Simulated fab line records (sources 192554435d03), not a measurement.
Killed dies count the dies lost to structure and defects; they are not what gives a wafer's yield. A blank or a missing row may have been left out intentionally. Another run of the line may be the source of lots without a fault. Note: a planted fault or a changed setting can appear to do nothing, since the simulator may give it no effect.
Which tool did it?    flow n5 finfet    Sampling: 11 lots, 29 wafers, 4 of 1938 route steps

## WHAT THE GAUGES SHOWED, per wafer
N5_BEOL_M4_RC_MEAS_101. Usual: DIBL_N 37.2 mV/V, standard deviation 2.1; DIBL_P 37.3 mV/V, standard deviation 2.3; IOFF_N 0.18 nA/um, standard deviation 0.041; IOFF_P 0.24 nA/um, standard deviation 0.042; ION_N 680 uA/um, standard deviation 13; ION_P 466 uA/um, standard deviation 7.7; SS_N 71.8 mV/dec, standard deviation 0.68; SS_P 73.5 mV/dec, standard deviation 0.66; VT_N 249 mV, standard deviation 3.6; VT_P -248 mV, standard deviation 3.4.
lot   measured      on         DIBL_N (mV/V)   DIBL_P (mV/V)   IOFF_N (nA/um)  IOFF_P (nA/um)  ION_N (uA/um)  ION_P (uA/um)  SS_N (mV/dec)   SS_P (mV/dec)   VT_N (mV)    VT_P (mV)       flag
L556  day 8 08:06   prober-02  36.9 36.9 37.2  36.3 36.9 37.8  0.16 0.16 0.18  0.22 0.22 0.23  673 670 678    467 467 466    71.0 71.6 71.7  72.9 73.0 73.3  248 247 249  -250 -248 -248  
L557  day 8 17:01   prober-01  34.4 33.4 35.9  34.0 33.2 36.3  0.15 0.13 0.18  0.20 0.17 0.23  677 665 684    472 455 463    70.9 70.7 71.7  73.2 73.0 73.2  249 250 245  -249 -254 -247  
L568  day 11 22:16  prober-01  42.6 39.3 40.7  43.0 38.8 41.2  0.30 0.20 0.24  0.35 0.26 0.31  715 678 700    480 464 470    72.6 72.6 72.9  74.8 73.9 74.8  241 249 244  -246 -251 -248  
L572  day 12 07:14  prober-02  34.8 36.9 35.8  34.9 38.3 37.3  0.13 0.16 0.15  0.19 0.25 0.23  678 687 685    467 475 470    71.0 71.2 71.2  72.9 73.7 72.9  255 251 252  -248 -245 -249  
L575  day 13 20:22  prober-01  37.3 39.4       36.5 38.5       0.15 0.18       0.20 0.23       673 673        461 456        71.4 72.3       73.8 74.2       254 254      -255 -252       
L573  day 13 17:26  prober-01  39.4 39.5       40.3 40.7       0.22 0.21       0.30 0.31       684 675        479 470        73.5 72.4       74.3 74.2       247 250      -246 -244       
L578  day 14 20:22  prober-01  33.0 34.9       34.6 36.7       0.12 0.14       0.19 0.23       675 666        472 466        70.5 71.6       72.3 72.7       250 252      -252 -248       
L579  day 15 00:02  prober-02  37.5 38.1       36.9 37.8       0.18 0.20       0.25 0.27       675 677        466 463        72.0 72.2       73.6 74.2       251 248      -249 -245       

N5_PASSIVATION_OVL_MEAS_63. Usual: for PAD_OVL the level is -1 nm and the standard deviation is 4.8.
lot   measured      on          PAD_OVL (nm)  flag
L556  day 13 01:44  overlay-01  -7 8 1        
L557  day 13 09:36  overlay-01  9 5 1         
L568  day 16 08:01  overlay-01  -5 -9 -10     
L572  day 16 21:58  overlay-01  -7 0 -2       
L575  day 18 09:33  overlay-01  4 8           
L573  day 17 19:51  overlay-02  -2 0          
L578  day 19 09:02  overlay-02  -10 -5        
L579  day 19 08:48  overlay-02  5 -3          

## TOOL THAT RAN EACH LOT (tool first, then ch and the chambers of the sampled wafers, then the start)
lot   N5_BEOL_M0_ETCH_109                 N5_PASSIVATION_AL_DEP_21
L556  rie diel-05 ch 0,1, day 5 18:22     pvd sputter-03, day 13 01:14
L557  rie diel-06 ch 1,2,3, day 6 05:46   pvd sputter-03, day 13 09:06
L560  rie diel-05 ch 0,2,3, day 6 20:46   -
L561  rie diel-05 ch 0,2, day 7 00:28     -
L564  rie diel-05 ch 0,2, day 7 17:22     -
L568  rie diel-06 ch 0,3, day 10 07:58    pvd sputter-02, day 16 07:31
L572  rie diel-06 ch 0,1,3, day 10 12:47  pvd sputter-03, day 16 21:20
L575  rie diel-06 ch 1,3, day 11 09:31    pvd sputter-01, day 18 08:55
L573  rie diel-05 ch 1,2, day 11 13:43    pvd sputter-02, day 17 19:20
L578  rie diel-04 ch 0,2, day 11 16:36    pvd sputter-02, day 19 08:25
L579  rie diel-05 ch 0,3, day 12 04:58    pvd sputter-01, day 19 08:18
- N5_BEOL_M0_ETCH_109: etches SiCN in CH3F/O2, target depth 8 nm, overetch 2.4 nm, time 27.4 s.
- N5_PASSIVATION_AL_DEP_21: deposits Al, target thk 2800 nm, time 170 s.

## WHAT THE TOOLS THEMSELVES READ (means of the sampled wafers that have a number; where no wafer has one, the mark that the record gives instead)
N5_BEOL_M0_ETCH_109. Usual: bias w 75.00 W, standard deviation 0.22; drypump motor current A 5.6 A, standard deviation 0.48; oes product au 0.67 a.u., standard deviation 0.072; rf vpp V 297.9 V, standard deviation 1.7; showerhead plenum p Torr 2.02 Torr, standard deviation 0.076; throttle valve pct 16.31 %, standard deviation 0.27.
lot   tool         bias w (W)  drypump motor current A (A)  oes product au (a.u.)  rf vpp V (V)  showerhead plenum p Torr (Torr)  throttle valve pct (%)  flag
L556  rie diel-05  74.81       6.0                          0.63                   296.4         1.97                             16.44                   
L557  rie diel-06  75.20       5.6                          0.66                   297.2         2.00                             16.25                   
L560  rie diel-05  74.81       5.7                          0.66                   297.4         2.03                             16.24                   
L561  rie diel-05  75.28       6.0                          0.68                   297.3         1.99                             16.15                   
L564  rie diel-05  74.93       6.0                          0.68                   297.1         1.99                             16.15                   
L568  rie diel-06  75.25       5.9                          0.69                   299.6         2.10                             16.39                   
L572  rie diel-06  75.07       5.9                          0.69                   299.1         2.04                             16.39                   
L575  rie diel-06  74.98       5.9                          0.65                   298.9         2.00                             16.45                   
L573  rie diel-05  74.78       5.2                          0.77                   298.9         2.08                             16.13                   
L578  rie diel-04  75.16       5.2                          0.67                   297.2         2.01                             16.30                   
L579  rie diel-05  74.98       6.0                          0.71                   297.6         1.96                             16.27                   

N5_PASSIVATION_AL_DEP_21. Usual: throttle valve pct reads 30.3 % (standard deviation 1.2).
lot   tool            throttle valve pct (%)  flag
L556  pvd sputter-03  30.9                    
L557  pvd sputter-03  31.1                    
L568  pvd sputter-02  29.0                    
L572  pvd sputter-03  31.1                    
L575  pvd sputter-01  30.4                    
L573  pvd sputter-02  29.0                    
L578  pvd sputter-02  29.1                    
L579  pvd sputter-01  30.5                    

## THE ANSWER, worked out from the rows above alone
Rule: a lot counts as off when the mean over its wafers that have a number is more than 3 standard deviations away from the usual mean. Also off: a lot with no number at a reading for which 4 or more lots have one. Any other lot the step has rows for is counted as sound. Order of review: gauges by route order, followed by the tools' own readings, for which a lot's mean as printed above is used. The first step at which some lot is off is used, and at that step the reading that is off furthest; a lot without a number counts as furthest.
None of the lots is off at any reading shown; this tells nothing.

## WHAT WAS PUT IN BY THE SIMULATOR
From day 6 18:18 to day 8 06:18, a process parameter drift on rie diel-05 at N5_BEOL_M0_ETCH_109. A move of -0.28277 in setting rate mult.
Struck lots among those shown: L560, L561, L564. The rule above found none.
